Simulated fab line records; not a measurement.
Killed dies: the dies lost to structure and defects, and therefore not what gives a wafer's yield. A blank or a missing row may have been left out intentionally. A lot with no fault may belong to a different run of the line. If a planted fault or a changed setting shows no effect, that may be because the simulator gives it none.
Matching of chambers || flow n5Finfet || aldSin-02 running N5_BEOL_M4_ALD_98: 4 sister chambers
The step deposits SiO2, target thk 2.5 nm, pulse time 1 s, co reactant pulse time 1 s. 8 wafers are shown with their chamber, then 7 later ones without.

## WAFERS WITH THEIR CHAMBER
{"wafer": "L076.3", "chamber": 3, "heaterPowerOuterW (W)": 40, "heaterPowerW (W)": 77}
{"wafer": "L077.3", "chamber": 2, "heaterPowerOuterW (W)": 40, "heaterPowerW (W)": 79}
{"wafer": "L079.6", "chamber": 2, "heaterPowerOuterW (W)": 40, "heaterPowerW (W)": 78}
{"wafer": "L086.2", "chamber": 0, "heaterPowerOuterW (W)": 39, "heaterPowerW (W)": 77}
{"wafer": "L086.3", "chamber": 1, "heaterPowerOuterW (W)": 43, "heaterPowerW (W)": 75}
{"wafer": "L086.6", "chamber": 0, "heaterPowerOuterW (W)": 41, "heaterPowerW (W)": 75}
{"wafer": "L088.1", "chamber": 3, "heaterPowerOuterW (W)": 40, "heaterPowerW (W)": 77}
{"wafer": "L088.5", "chamber": 1, "heaterPowerOuterW (W)": 43, "heaterPowerW (W)": 73}

## WAFERS WITHOUT THEIR CHAMBER
{"wafer": "L088.6", "heaterPowerOuterW (W)": 41, "heaterPowerW (W)": 79}
{"wafer": "L091.2", "heaterPowerOuterW (W)": 40, "heaterPowerW (W)": 76}
{"wafer": "L091.5", "heaterPowerOuterW (W)": 40, "heaterPowerW (W)": 77}
{"wafer": "L091.6", "heaterPowerOuterW (W)": 40, "heaterPowerW (W)": 76}
{"wafer": "L097.2", "heaterPowerOuterW (W)": 39, "heaterPowerW (W)": 78}
{"wafer": "L097.4", "heaterPowerOuterW (W)": 45, "heaterPowerW (W)": 80}
{"wafer": "L097.6", "heaterPowerOuterW (W)": 37, "heaterPowerW (W)": 75}

## CHAMBER TAKEN BY EACH
{"wafer": "L088.6", "from the rows above": "can't be placed: 2 or 3 or 0", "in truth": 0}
{"wafer": "L091.2", "from the rows above": "can't be placed: 0 or 3", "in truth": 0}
{"wafer": "L091.5", "from the rows above": "can't be placed: 3 or 0 or 2", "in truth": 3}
{"wafer": "L091.6", "from the rows above": "can't be placed: 0 or 3", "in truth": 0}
{"wafer": "L097.2", "from the rows above": "can't be placed: 2 or 3 or 0", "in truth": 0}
{"wafer": "L097.4", "from the rows above": "can't be placed: 1 or 2 or 3 or 0", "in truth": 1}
{"wafer": "L097.6", "from the rows above": "can't be placed: 0 or 3 or 2", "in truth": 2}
Placed correctly: 0 of 7. Cannot be placed on the basis of these rows: 7; the candidates contain the true chamber in 7. Wrongly placed: 0.
How it was worked out, from the rows above alone: a wafer's distance from a chamber is the root of the sum, over the readings, of the square of ((its reading less the chamber's mean) divided by the reading's scatter). If the next closest chamber is less than 2 further off than the closest, the wafer can't be placed; otherwise it belongs to the closest. For every chamber, the mean is computed from those of its wafers that are shown. The scatter: the root of (the sum of the squares of (reading less its chamber's mean) over the shown wafers, divided by (wafers less chambers)).
